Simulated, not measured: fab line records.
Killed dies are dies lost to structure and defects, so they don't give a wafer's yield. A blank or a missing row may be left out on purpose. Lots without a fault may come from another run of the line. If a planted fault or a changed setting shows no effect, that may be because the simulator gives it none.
Matching of chambers :: flow n5Finfet :: 4 sister chambers for N5_BEOL_M7_STRIP_67 on rieDiel-05
The step strips in CF4. 30 wafers are shown with their chamber, then 12 later ones without.

== WAFERS PAIRED WITH THEIR CHAMBERS ==
wafer: L074.1
chamber: 2
drypumpMotorCurrentA (A): 6.3
throttleValvePct (%): 13.44
showerheadPlenumPTorr (Torr): 1.83

wafer: L074.2
chamber: 3
drypumpMotorCurrentA (A): 6.1
throttleValvePct (%): 13.76
showerheadPlenumPTorr (Torr): 1.77

wafer: L074.5
chamber: 2
drypumpMotorCurrentA (A): 6.4
throttleValvePct (%): 13.44
showerheadPlenumPTorr (Torr): 1.83

wafer: L076.1
chamber: 3
drypumpMotorCurrentA (A): 6.0
throttleValvePct (%): 13.77
showerheadPlenumPTorr (Torr): 1.77

wafer: L076.2
chamber: 1
drypumpMotorCurrentA (A): 5.1
throttleValvePct (%): 13.83
showerheadPlenumPTorr (Torr): 1.86

wafer: L076.3
chamber: 0
drypumpMotorCurrentA (A): 5.3
throttleValvePct (%): 13.48
showerheadPlenumPTorr (Torr): 1.88

wafer: L076.4
chamber: 2
drypumpMotorCurrentA (A): 6.3
throttleValvePct (%): 13.44
showerheadPlenumPTorr (Torr): 1.83

wafer: L076.5
chamber: 3
drypumpMotorCurrentA (A): 6.1
throttleValvePct (%): 13.76
showerheadPlenumPTorr (Torr): 1.77

wafer: L076.6
chamber: 2
drypumpMotorCurrentA (A): 6.4
throttleValvePct (%): 13.44
showerheadPlenumPTorr (Torr): 1.83

wafer: L079.2
chamber: 2
drypumpMotorCurrentA (A): 6.3
throttleValvePct (%): 13.45
showerheadPlenumPTorr (Torr): 1.82

wafer: L079.3
chamber: 3
drypumpMotorCurrentA (A): 6.0
throttleValvePct (%): 13.76
showerheadPlenumPTorr (Torr): 1.77

wafer: L079.4
chamber: 0
drypumpMotorCurrentA (A): 5.3
throttleValvePct (%): 13.51
showerheadPlenumPTorr (Torr): 1.88

wafer: L080.2
chamber: 0
drypumpMotorCurrentA (A): 5.3
throttleValvePct (%): 13.50
showerheadPlenumPTorr (Torr): 1.88

wafer: L080.3
chamber: 1
drypumpMotorCurrentA (A): 5.1
throttleValvePct (%): 13.85
showerheadPlenumPTorr (Torr): 1.86

wafer: L080.4
chamber: 2
drypumpMotorCurrentA (A): 6.4
throttleValvePct (%): 13.47
showerheadPlenumPTorr (Torr): 1.82

wafer: L083.1
chamber: 3
drypumpMotorCurrentA (A): 6.0
throttleValvePct (%): 13.79
showerheadPlenumPTorr (Torr): 1.76

wafer: L083.2
chamber: 1
drypumpMotorCurrentA (A): 5.1
throttleValvePct (%): 13.86
showerheadPlenumPTorr (Torr): 1.86

wafer: L083.3
chamber: 2
drypumpMotorCurrentA (A): 6.3
throttleValvePct (%): 13.49
showerheadPlenumPTorr (Torr): 1.82

wafer: L083.4
chamber: 0
drypumpMotorCurrentA (A): 5.3
throttleValvePct (%): 13.50
showerheadPlenumPTorr (Torr): 1.88

wafer: L083.5
chamber: 3
drypumpMotorCurrentA (A): 6.0
throttleValvePct (%): 13.78
showerheadPlenumPTorr (Torr): 1.76

wafer: L083.6
chamber: 2
drypumpMotorCurrentA (A): 6.3
throttleValvePct (%): 13.44
showerheadPlenumPTorr (Torr): 1.82

wafer: L084.3
chamber: 2
drypumpMotorCurrentA (A): 6.4
throttleValvePct (%): 13.46
showerheadPlenumPTorr (Torr): 1.82

wafer: L084.5
chamber: 1
drypumpMotorCurrentA (A): 5.1
throttleValvePct (%): 13.88
showerheadPlenumPTorr (Torr): 1.86

wafer: L084.6
chamber: 2
drypumpMotorCurrentA (A): 6.4
throttleValvePct (%): 13.48
showerheadPlenumPTorr (Torr): 1.82

wafer: L085.1
chamber: 2
drypumpMotorCurrentA (A): 6.3
throttleValvePct (%): 13.47
showerheadPlenumPTorr (Torr): 1.82

wafer: L085.2
chamber: 0
drypumpMotorCurrentA (A): 5.3
throttleValvePct (%): 13.52
showerheadPlenumPTorr (Torr): 1.87

wafer: L085.6
chamber: 2
drypumpMotorCurrentA (A): 6.3
throttleValvePct (%): 13.45
showerheadPlenumPTorr (Torr): 1.82

wafer: L087.3
chamber: 0
drypumpMotorCurrentA (A): 5.3
throttleValvePct (%): 13.53
showerheadPlenumPTorr (Torr): 1.87

wafer: L087.4
chamber: 2
drypumpMotorCurrentA (A): 6.3
throttleValvePct (%): 13.49
showerheadPlenumPTorr (Torr): 1.82

wafer: L087.5
chamber: 1
drypumpMotorCurrentA (A): 5.1
throttleValvePct (%): 13.87
showerheadPlenumPTorr (Torr): 1.85

SIGNATURES, as means of the wafers listed above
reading: drypumpMotorCurrentA
chamber 0: 5.300
chamber 1: 5.100
chamber 2: 6.338
chamber 3: 6.033
scatter within a chamber: 0.0412

reading: throttleValvePct
chamber 0: 13.5067
chamber 1: 13.8580
chamber 2: 13.4585
chamber 3: 13.7700
scatter within a chamber: 0.018

reading: showerheadPlenumPTorr
chamber 0: 1.8767
chamber 1: 1.8580
chamber 2: 1.8231
chamber 3: 1.7667
scatter within a chamber: 0.0049
Rule: for each reading, subtract the chamber's mean from the wafer's reading, divide by that reading's scatter and square the result; add these up over the readings and take the root, which gives the wafer's distance from the chamber. The wafer belongs to the nearest chamber; if the next one is less than 2 further off, it can't be placed. The scatter: the root of (the sum of the squares of (reading less its chamber's mean) over the shown wafers, divided by (wafers less chambers)).

== WAFERS WITH NO CHAMBER GIVEN ==
wafer: L093.1
drypumpMotorCurrentA (A): 6.3
throttleValvePct (%): 13.52
showerheadPlenumPTorr (Torr): 1.81

wafer: L093.2
drypumpMotorCurrentA (A): 5.3
throttleValvePct (%): 13.56
showerheadPlenumPTorr (Torr): 1.87

wafer: L093.3
drypumpMotorCurrentA (A): 5.1
throttleValvePct (%): 13.88
showerheadPlenumPTorr (Torr): 1.85

wafer: L093.4
drypumpMotorCurrentA (A): 6.0
throttleValvePct (%): 13.24
showerheadPlenumPTorr (Torr): 1.76

wafer: L093.5
drypumpMotorCurrentA (A): 5.1
throttleValvePct (%): 13.90
showerheadPlenumPTorr (Torr): 1.85

wafer: L093.6
drypumpMotorCurrentA (A): 5.3
throttleValvePct (%): 13.56
showerheadPlenumPTorr (Torr): 1.87

wafer: L096.1
drypumpMotorCurrentA (A): 5.1
throttleValvePct (%): 13.90
showerheadPlenumPTorr (Torr): 1.85

wafer: L096.3
drypumpMotorCurrentA (A): 5.3
throttleValvePct (%): 13.58
showerheadPlenumPTorr (Torr): 1.87

wafer: L096.5
drypumpMotorCurrentA (A): 6.3
throttleValvePct (%): 13.54
showerheadPlenumPTorr (Torr): 1.81

wafer: L097.2
drypumpMotorCurrentA (A): 6.0
throttleValvePct (%): 13.24
showerheadPlenumPTorr (Torr): 1.76

wafer: L097.4
drypumpMotorCurrentA (A): 5.1
throttleValvePct (%): 13.91
showerheadPlenumPTorr (Torr): 1.85

wafer: L097.5
drypumpMotorCurrentA (A): 5.3
throttleValvePct (%): 13.59
showerheadPlenumPTorr (Torr): 1.87

== EACH ONE'S CHAMBER ==
wafer: L093.1
from the rows above: 2
in truth: 2

wafer: L093.2
from the rows above: 0
in truth: 0

wafer: L093.3
from the rows above: 1
in truth: 1

wafer: L093.4
from the rows above: 2
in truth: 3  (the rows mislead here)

wafer: L093.5
from the rows above: 1
in truth: 1

wafer: L093.6
from the rows above: 0
in truth: 0

wafer: L096.1
from the rows above: 1
in truth: 1

wafer: L096.3
from the rows above: 0
in truth: 0

wafer: L096.5
from the rows above: 2
in truth: 2

wafer: L097.2
from the rows above: 2
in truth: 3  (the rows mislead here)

wafer: L097.4
from the rows above: 1
in truth: 1

wafer: L097.5
from the rows above: 0
in truth: 0
10 of 12 placed correctly. Number that these rows cannot place: 0. 2 placed wrongly.
